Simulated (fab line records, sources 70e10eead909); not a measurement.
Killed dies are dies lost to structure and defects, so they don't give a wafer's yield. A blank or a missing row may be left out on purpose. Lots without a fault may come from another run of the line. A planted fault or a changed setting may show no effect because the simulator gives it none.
fab line records | flow nand_harc
record lots=24 wafers=72 last_day=33
route steps=1302 shown P_M1@316 P_M2@329 P_BONDPAD@375 A_ZERO_WELL@401 A_ONON_D1@447
lots that met no fault: from a run of the same line without faults
start_h: hours from the record's first day to the start of the lot's first wafer shown | wait_h: hours since the lot's step before | " the same as in the row above | L1.1+2: a row that stands for several wafers | - no value, or no start given | * or withheld: withheld | < > ~ a bound
route shown NAME@n: a module of which the file shows steps, and the number in the route of the first | usual: mean/standard deviation of fault-free wafers | same: alike in all rows | chamber/n: place in a boat | sites: the reading at each site | _std_site: their standard deviation | _edge_site: outer sites' mean less inner sites' | radius_mm: how far each site lies from the wafer's centre | mask NAME#n: copy n | behind: the tool/chamber that last shaped the wafer | hold: why the lot was held/for how many hours/how that ended | device: the transistor (n, p or np) that didn't switch | end of line: the same wafers' tests at the end of the route | a step without rows: its recipe alone | killed: dies lost to structure and defects at the first sort, not the wafer's yield | map: a wafer's dies, x killed, . not, _ none there
set.NAME: the setting as run; set.NAME@STEP: as run at that earlier step | model.NAME: the simulator's own value behind a step, which no gauge read
steps of the route over a sample of lots; a table a step, a row a wafer
services: from which hour (start_h, from the record's first day; less than 0 if before it) a tool's chamber was out of use, for how many hours, and why
## steps
# step NHARC_P_M1_PRE_CLEAN_32
# recipe time_s=12 temp_c=370 rf_power_w=300 gas=NH3
# usual heater_power_w=662/89 susceptor_temp_C=370.02/0.22
# same time_s=12
# columns lot.wafer tool chamber start_h wait_h heater_power_w susceptor_temp_C
L074.6 pecvd-03 0 136.15 0.1 624 370.24
L074.4 " 1 " " 516 369.35
L074.5 " 2 " " 617 370.16
L075.3 pecvd-04 0 136.70 0.1 727 369.72
L075.4 " 2 " " 653 369.46
L075.5 " 0 " " 749 370.00
L076.3 pecvd-03 2 152.61 0.1 643 369.97
L076.5 " 0 " " 610 369.84
L076.4 " 1 " " 496 369.96
L077.1 pecvd-04 2 154.17 0.1 655 369.92
L077.5 " 1 " " 747 369.87
L077.4 " 2 " " 661 369.89
L078.3 pecvd-03 1 170.92 0.1 540 370.01
L078.2 " 2 " " 713 370.30
L078.4 " 0 " " 580 370.04
L079.1 pecvd-01 0 179.41 0.1 650 369.96
L079.4 " 1 " " 625 370.65
L079.5 " 2 " " 851 369.99
L080.3 pecvd-04 2 198.60 0.1 612 369.66
L080.1 " 0 " " 737 370.00
L080.6 " 2 " " 610 369.95
L081.2 pecvd-04 2 199.65 0.1 594 369.79
L081.3 " 1 " " 758 370.07
L081.6 " 1 " " 762 370.20
L082.1 pecvd-03 1 212.39 0.1 542 369.79
L082.2 " 0 " " 640 370.05
L082.5 " 0 " " 650 370.18
L083.2 pecvd-04 1 217.00 0.1 780 369.71
L083.1 " 2 " " 668 370.16
L083.6 " 0 " " 652 370.16
L084.3 pecvd-03 1 225.17 0.1 511 370.33
L084.5 " 0 " " 656 370.27
L084.4 " 1 " " 509 370.23
L085.1 pecvd-03 2 236.20 0.1 678 370.25
L085.4 " 2 " " 651 370.00
L085.6 " 0 " " 557 370.04
L086.1 pecvd-01 2 242.87 0.1 813 370.17
L086.2 " 1 " " 620 369.86
L086.5 " 0 " " 642 370.21
L087.3 pecvd-04 2 260.60 0.1 672 370.17
L087.4 " 1 " " 729 369.86
L087.5 " 2 " " 667 369.91
L088.2 pecvd-01 2 273.58 0.1 821 370.03
L088.4 " 2 " " 843 370.17
L088.6 " 0 " " 646 370.39
L089.1 pecvd-01 0 274.73 0.1 653 370.33
L089.4 " 1 " " 664 369.58
L089.5 " 2 " " 832 370.15
L090.1 pecvd-04 2 289.20 0.1 534 369.68
L090.5 " 2 " " 549 369.85
L090.4 " 1 " " 673 369.86
L091.2 pecvd-01 1 293.75 0.1 607 370.00
L091.6 " 1 " " 621 370.16
L091.4 " 2 " " 871 370.35
L092.1 pecvd-04 1 309.61 0.1 657 369.75
L092.4 " 2 " " 570 370.09
L092.6 " 2 " " 570 370.27
L093.1 pecvd-04 2 317.35 0.1 584 369.99
L093.2 " 1 " " 759 369.63
L093.4 " 2 " " 596 369.91
L094.1 pecvd-03 2 329.80 0.1 716 369.94
L094.2 " 0 " " 573 370.10
L094.5 " 0 " " 589 369.90
L095.3 pecvd-04 2 352.29 0.1 570 369.97
L095.2 " 1 " " 773 370.20
L095.4 " 2 " " 571 370.08
L096.3 pecvd-01 1 354.58 0.1 635 369.97
L096.2 " 0 " " 609 370.20
L096.5 " 0 " " 609 369.84
L097.2 pecvd-03 0 364.26 0.1 670 370.25
L097.3 " 1 " " 552 369.88
L097.1 " 2 " " 607 370.33
# step NHARC_P_M2_OVL_MEAS_10
# recipe pitch_nm=340
# usual overlay_x_nm=0.0/0.79 overlay_y_nm=0.1/0.94
# columns lot.wafer tool chamber start_h wait_h overlay_x_nm overlay_y_nm
L074.4 overlay-02 - 137.51 - 0.0 -0.6
L074.5 " - " " 0.6 -0.3
L074.6 " - " " 0.5 -0.6
L075.3 overlay-02 - 138.12 - 0.7 0.9
L075.4 " - " " 0.0 0.9
L075.5 " - " " 0.5 0.7
L076.3 overlay-01 - 153.87 - 1.5 0.3
L076.4 " - " " 1.2 0.3
L076.5 " - " " 1.0 0.3
L077.1 overlay-02 - 155.56 - 0.1 0.5
L077.4 " - " " -0.2 0.9
L077.5 " - " " -0.5 0.6
L078.2 overlay-02 - 172.20 - 0.5 -0.7
L078.3 " - " " 1.1 -0.6
L078.4 " - " " 0.4 -0.9
L079.1 overlay-02 - 180.67 - 0.4 -0.1
L079.4 " - " " 1.1 0.5
L079.5 " - " " 0.2 0.2
L080.1 overlay-02 - 200.01 - 0.2 2.0
L080.3 " - " " -0.1 1.5
L080.6 " - " " 0.3 1.2
L081.2 overlay-01 - 200.94 - -1.0 -1.3
L081.3 " - " " -1.5 -1.0
L081.6 " - " " -1.7 -1.3
L082.1 overlay-02 - 213.97 - 0.6 1.0
L082.2 " - " " 0.5 1.1
L082.5 " - " " 1.0 1.3
L083.1 overlay-01 - 218.42 - -0.7 -0.9
L083.2 " - " " -0.1 -1.1
L083.6 " - " " -0.4 -1.2
L084.3 overlay-02 - 226.57 - -0.4 -0.3
L084.4 " - " " -0.2 0.4
L084.5 " - " " -0.5 0.2
L085.1 overlay-01 - 237.61 - 0.5 1.6
L085.4 " - " " 0.4 1.5
L085.6 " - " " 0.4 1.9
L086.1 overlay-02 - 244.27 - 0.7 1.0
L086.2 " - " " 1.0 0.2
L086.5 " - " " 1.0 0.2
L087.3 overlay-02 - 262.00 - -0.3 0.2
L087.4 " - " " 0.1 0.2
L087.5 " - " " -0.2 0.1
L088.2 overlay-02 - 274.98 - -1.3 0.8
L088.4 " - " " -0.6 0.9
L088.6 " - " " -0.7 0.2
L089.1 overlay-01 - 276.14 - -0.6 -0.5
L089.4 " - " " -0.8 0.8
L089.5 " - " " -0.1 0.8
L090.1 overlay-02 - 290.49 - -0.7 -0.6
L090.4 " - " " -0.6 -0.7
L090.5 " - " " -0.5 -0.2
L091.2 overlay-02 - 295.15 - 0.0 0.7
L091.4 " - " " 0.0 -0.1
L091.6 " - " " 0.1 0.2
L092.1 overlay-02 - 311.19 - -0.3 -1.3
L092.4 " - " " 0.2 -1.6
L092.6 " - " " -0.3 -1.8
L093.1 overlay-02 - 318.75 - 1.0 0.4
L093.2 " - " " 1.8 0.7
L093.4 " - " " 0.8 0.0
L094.1 overlay-01 - 331.20 - 0.0 -0.7
L094.2 " - " " 0.5 -0.8
L094.5 " - " " 0.2 -0.4
L095.2 overlay-02 - 353.70 - -1.6 -1.2
L095.3 " - " " -1.1 -0.9
L095.4 " - " " -1.8 -1.2
L096.2 overlay-01 - 356.01 - -0.3 0.7
L096.3 " - " " -0.7 1.6
L096.5 " - " " -0.5 1.1
L097.1 overlay-02 - 365.68 - -0.7 -0.3
L097.2 " - " " -0.8 -0.4
L097.3 " - " " -0.7 -0.2
# step NHARC_P_M2_PRE_CLEAN_30
# recipe time_s=30 temp_c=280 gas=H2/He
# usual heater_power_w=411/35 susceptor_temp_C=280.00/0.19
# same time_s=30
# columns lot.wafer tool chamber start_h wait_h heater_power_w susceptor_temp_C
L074.4 pvd_sputter-03 - - - 429 -
L074.5 " - " " 429 -
L074.6 " - " " 366 -
L075.4 pvd_sputter-01 - - - 484 279.99
L075.3 " - " " 454 280.08
L075.5 " - " " 479 279.93
L076.4 pvd_sputter-01 - - - 454 279.64
L076.3 " - " " 448 279.95
L076.5 " - " " 388 279.67
L077.1 pvd_sputter-02 - - - 410 280.06
L077.4 " - " " 355 279.71
L077.5 " - " " 367 280.28
L078.3 pvd_sputter-02 - - - 404 280.07
L078.2 " - " " 353 279.77
L078.4 " - " " 355 280.20
L079.4 pvd_sputter-01 - - - 451 -
L079.1 " - " " 442 -
L079.5 " - " " 483 -
L080.1 pvd_sputter-03 - - - 438 -
L080.3 " - " " 415 -
L080.6 " - " " 346 -
L081.3 pvd_sputter-03 - - - 408 280.00
L081.2 " - " " 364 280.19
L081.6 " - " " 411 279.90
L082.2 pvd_sputter-02 - - - 352 279.87
L082.1 " - " " 396 280.10
L082.5 " - " " 414 280.13
L083.2 pvd_sputter-02 - - - 414 279.77
L083.1 " - " " 399 279.84
L083.6 " - " " 390 279.86
L084.3 pvd_sputter-03 - - - 454 280.48
L084.4 " - " " 378 280.01
L084.5 " - " " 394 279.96
L085.4 pvd_sputter-03 - - - 428 279.93
L085.1 " - " " 443 280.23
L085.6 " - " " 382 280.05
L086.1 pvd_sputter-03 - - - 452 -
L086.2 " - " " 395 -
L086.5 " - " " 440 -
L087.3 pvd_sputter-02 - - - 407 280.08
L087.4 " - " " 412 280.12
L087.5 " - " " 404 280.36
L088.2 pvd_sputter-02 - - - 404 280.30
L088.4 " - " " 401 279.86
L088.6 " - " " 364 279.76
L089.4 pvd_sputter-03 - - - 382 279.71
L089.1 " - " " 393 279.95
L089.5 " - " " 439 280.00
L090.4 pvd_sputter-03 - - - 450 279.93
L090.1 " - " " 448 279.79
L090.5 " - " " 437 279.91
L091.2 pvd_sputter-01 - - - 410 280.18
L091.4 " - " " 484 279.99
L091.6 " - " " 427 280.25
L092.4 pvd_sputter-02 - - - 393 280.11
L092.1 " - " " 429 280.00
L092.6 " - " " 372 279.86
L093.1 pvd_sputter-02 - - - 383 279.94
L093.2 " - " " 416 279.91
L093.4 " - " " 399 280.02
L094.1 pvd_sputter-01 - - - 422 280.02
L094.2 " - " " 479 279.92
L094.5 " - " " 430 279.88
L095.2 pvd_sputter-03 - - - 448 280.12
L095.3 " - " " 439 280.07
L095.4 " - " " 388 279.95
L096.3 pvd_sputter-03 - - - 444 279.87
L096.2 " - " " 451 279.84
L096.5 " - " " 377 279.91
L097.2 pvd_sputter-01 - - - 402 279.78
L097.3 " - " " 481 280.18
L097.1 " - " " 440 279.81
# step NHARC_P_BONDPAD_PRE_CLEAN_26
# recipe time_s=30 temp_c=280 gas=H2/He
# usual heater_power_w=412/36 susceptor_temp_C=279.99/0.19
# same time_s=30
# columns lot.wafer tool chamber start_h wait_h heater_power_w susceptor_temp_C
L074.4 pvd_sputter-03 - - - 416 279.48
L074.6 " - " " 429 280.09
L074.5 " - " " 426 279.80
L075.4 pvd_sputter-01 - - - 399 279.82
L075.3 " - " " 483 279.95
L075.5 " - " " 395 280.02
L076.3 pvd_sputter-02 - - - 407 280.02
L076.4 " - " " 421 280.13
L076.5 " - " " 410 279.86
L077.1 pvd_sputter-01 - - - 493 279.84
L077.4 " - " " 464 280.03
L077.5 " - " " 391 279.44
L078.4 pvd_sputter-03 - - - 419 -
L078.2 " - " " 365 -
L078.3 " - " " 396 -
L079.4 pvd_sputter-03 - - - 408 280.02
L079.1 " - " " 432 280.03
L079.5 " - " " 400 279.75
L081.3 pvd_sputter-02 - - - 368 279.92
L081.2 " - " " 404 279.94
L081.6 " - " " 355 279.99
L080.1 pvd_sputter-03 - - - 442 279.94
L080.3 " - " " 425 280.29
L080.6 " - " " 429 280.03
L082.1 pvd_sputter-03 - - - 445 279.86
L082.2 " - " " 384 279.96
L082.5 " - " " 443 279.74
L083.2 pvd_sputter-02 - - - 416 -
L083.1 " - " " 405 -
L083.6 " - " " 363 -
L084.4 pvd_sputter-02 - - - 360 -
L084.3 " - " " 414 -
L084.5 " - " " 404 -
L085.1 pvd_sputter-01 - - - 386 279.96
L085.4 " - " " 482 279.92
L085.6 " - " " 389 279.91
L086.1 pvd_sputter-01 - - - 413 -
L086.2 " - " " 402 -
L086.5 " - " " 474 -
L087.3 pvd_sputter-03 - - - 456 279.83
L087.4 " - " " 444 279.97
L087.5 " - " " 380 280.11
L088.4 pvd_sputter-01 - - - 434 280.06
L088.2 " - " " 413 280.16
L088.6 " - " " 391 279.73
L089.1 pvd_sputter-02 - - - 422 280.28
L089.4 " - " " 391 280.08
L089.5 " - " " 363 279.84
L090.1 pvd_sputter-03 - - - 444 280.18
L090.4 " - " " 376 279.91
L090.5 " - " " 438 279.91
L091.4 pvd_sputter-03 - - - 397 280.08
L091.2 " - " " 445 279.96
L091.6 " - " " 377 280.12
L092.1 pvd_sputter-01 - - - 413 279.89
L092.4 " - " " 394 280.05
L092.6 " - " " 437 279.71
L093.2 pvd_sputter-02 - - - 377 279.94
L093.4 " - " " 422 279.73
L093.1 " - " " 402 280.04
L094.1 pvd_sputter-03 - - - 446 279.80
L094.2 " - " " 453 280.00
L094.5 " - " " 447 280.35
L095.4 pvd_sputter-02 - - - 382 279.94
L095.2 " - " " 375 279.98
L095.3 " - " " 425 279.97
L096.2 pvd_sputter-01 - - - 440 280.10
L096.3 " - " " 466 279.88
L096.5 " - " " 452 280.15
L097.3 pvd_sputter-01 - - - 397 280.36
L097.2 " - " " 479 280.38
L097.1 " - " " 442 280.30
# step NHARC_A_ZERO_WELL_CD_MEAS_10
# recipe target_cd_nm=2000 landing_energy_ev=500
# usual cd_nm=2000.6/2.4
# same landing_energy_ev=500
# columns lot.wafer tool chamber start_h wait_h cd_nm
L074.4 cd_sem-01 0 146.28 - 1996.7
L074.5 " 0 " " 1997.7
L074.6 " 0 " " 2000.4
L075.3 cd_sem-02 0 146.97 - 2003.5
L075.4 " 0 " " 1998.5
L075.5 " 0 " " 1998.9
L076.3 cd_sem-01 0 162.18 - 1999.0
L076.4 " 0 " " 1999.9
L076.5 " 0 " " 1998.9
L077.1 cd_sem-01 0 164.08 - 1999.6
L077.4 " 0 " " 1999.6
L077.5 " 0 " " 2002.4
L078.2 cd_sem-02 0 181.37 - 2000.4
L078.3 " 0 " " 1997.5
L078.4 " 0 " " 2000.8
L079.1 cd_sem-01 0 189.26 - 2000.4
L079.4 " 0 " " 1998.8
L079.5 " 0 " " 1999.5
L081.2 cd_sem-03 0 209.95 - 2001.2
L081.3 " 0 " " 2003.1
L081.6 " 0 " " 2000.1
L080.1 cd_sem-02 0 210.27 - 2003.9
L080.3 " 0 " " 2001.8
L080.6 " 0 " " 2005.7
L082.1 cd_sem-03 0 223.21 - 2001.0
L082.2 " 0 " " 1999.9
L082.5 " 0 " " 2003.7
L083.1 cd_sem-03 0 227.00 - 2001.4
L083.2 " 0 " " 2004.7
L083.6 " 0 " " 2002.4
L084.3 cd_sem-02 0 234.88 - 2000.1
L084.4 " 0 " " 1998.6
L084.5 " 0 " " 1998.8
L085.1 cd_sem-03 0 246.00 - 1999.2
L085.4 " 0 " " 1998.2
L085.6 " 0 " " 1997.1
L086.1 cd_sem-01 0 253.47 - 1995.1
L086.2 " 0 " " 1996.7
L086.5 " 0 " " 1994.6
L087.3 cd_sem-03 0 270.60 - 1998.7
L087.4 " 0 " " 1998.9
L087.5 " 0 " " 2000.9
L088.2 cd_sem-02 0 283.48 - 1999.4
L088.4 " 0 " " 2000.0
L088.6 " 0 " " 1997.8
L089.1 cd_sem-01 0 284.85 - 2003.0
L089.4 " 0 " " 2000.3
L089.5 " 0 " " 2000.2
L090.1 cd_sem-01 0 299.09 - 2005.0
L090.4 " 0 " " 2003.2
L090.5 " 0 " " 2006.1
L091.2 cd_sem-02 0 303.84 - 2003.4
L091.4 " 0 " " 2001.7
L091.6 " 0 " " 2004.0
L092.1 cd_sem-03 0 319.82 - 2003.5
L092.4 " 0 " " 2005.1
L092.6 " 0 " " 1998.6
L093.1 cd_sem-02 0 327.37 - 2001.9
L093.2 " 0 " " 1999.5
L093.4 " 0 " " 2000.8
L094.1 cd_sem-02 0 340.01 - 2000.4
L094.2 " 0 " " 2000.3
L094.5 " 0 " " 1999.6
L095.2 cd_sem-02 0 362.17 - 2006.0
L095.3 " 0 " " 1999.1
L095.4 " 0 " " 2000.2
L096.2 cd_sem-01 0 364.64 - 1999.6
L096.3 " 0 " " 1999.0
L096.5 " 0 " " 1997.4
L097.1 cd_sem-02 0 374.35 - 1998.7
L097.2 " 0 " " 1997.9
L097.3 " 0 " " 2000.2
# step NHARC_A_ONON_D1_THK_MEAS_34
# recipe thk_meas_gauge=ellipsometry
# usual thk_nm=200/3.1
# columns lot.wafer tool chamber start_h wait_h thk_nm
L075.3 film_metro-01 - 181.42 - 203
L075.4 " - " " 206
L075.5 " - " " 204
L074.4 film_metro-02 - 181.44 - 205
L074.5 " - " " 200
L074.6 " - " " 202
L077.1 film_metro-01 - 197.79 - 203
L077.4 " - " " 202
L077.5 " - " " 203
L076.3 film_metro-02 - 198.07 - 200
L076.4 " - " " 204
L076.5 " - " " 208
L078.2 film_metro-02 - 218.73 - 200
L078.3 " - " " 199
L078.4 " - " " 207
L079.1 film_metro-01 - 224.42 - 203
L079.4 " - " " 199
L079.5 " - " " 205
L080.1 film_metro-02 - 246.87 - 201
L080.3 " - " " 197
L080.6 " - " " 197
L081.2 film_metro-02 - 246.91 - 197
L081.3 " - " " 195
L081.6 " - " " 200
L082.1 film_metro-02 - 258.57 - 202
L082.2 " - " " 200
L082.5 " - " " 204
L083.1 film_metro-02 - 264.59 - 200
L083.2 " - " " 199
L083.6 " - " " 201
L084.3 film_metro-02 - 270.72 - 195
L084.4 " - " " 199
L084.5 " - " " 200
L085.1 film_metro-02 - 287.73 - 201
L085.4 " - " " 203
L085.6 " - " " 203
L086.1 film_metro-01 - 287.75 - 203
L086.2 " - " " 201
L086.5 " - " " 204
L087.3 film_metro-02 - 306.36 - 199
L087.4 " - " " 205
L087.5 " - " " 200
L088.2 film_metro-02 - 321.92 - 200
L088.4 " - " " 200
L088.6 " - " " 205
L089.1 film_metro-02 - 322.19 - 198
L089.4 " - " " 200
L089.5 " - " " 202
L091.2 film_metro-02 - 339.57 - 201
L091.4 " - " " 202
L091.6 " - " " 198
L090.1 film_metro-01 - 339.57 - 198
L090.4 " - " " 202
L090.5 " - " " 197
L092.1 film_metro-02 - 355.91 - 194
L092.4 " - " " 199
L092.6 " - " " 198
L093.1 film_metro-02 - 364.39 - 199
L093.2 " - " " 198
L093.4 " - " " 200
L094.1 film_metro-01 - 375.11 - 195
L094.2 " - " " 197
L094.5 " - " " 197
L096.2 film_metro-02 - 396.79 - 195
L096.3 " - " " 195
L096.5 " - " " 200
L095.2 film_metro-01 - 396.81 - 199
L095.3 " - " " 199
L095.4 " - " " 200
L097.1 film_metro-01 - 409.36 - 200
L097.2 " - " " 196
L097.3 " - " " 200
## services
# columns tool chamber start_h hours kind
pecvd-01 - 130.00 13.0 pm
pecvd-03 - 185.00 13.0 pm
pecvd-03 0 185.00 13.0 vent_cycle
pecvd-03 1 185.00 13.0 vent_cycle
pvd_sputter-01 - 205.66 10.1 repair
pvd_sputter-03 - 209.34 10.0 pm
pvd_sputter-01 - 226.00 10.0 pm
pecvd-01 - 259.94 0.6 repair
pecvd-03 - 261.61 1.1 repair
pecvd-04 - 269.00 13.0 pm
pecvd-04 0 269.00 13.0 vent_cycle
pecvd-04 1 269.00 13.0 vent_cycle
pecvd-04 2 269.00 13.0 vent_cycle
pecvd-01 - 278.93 0.3 repair
pecvd-04 0 282.00 - clean
pecvd-04 1 282.00 - clean
pecvd-04 2 282.00 - clean
pecvd-04 0 308.56 4.1 repair
pecvd-01 - 311.34 13.0 pm
pecvd-04 - 332.02 0.9 repair
pvd_sputter-03 - 338.72 2.0 repair
pecvd-03 - 351.50 1.8 repair
pecvd-03 - 365.09 3.3 repair
pecvd-03 - 368.41 13.0 pm
## key
fault none
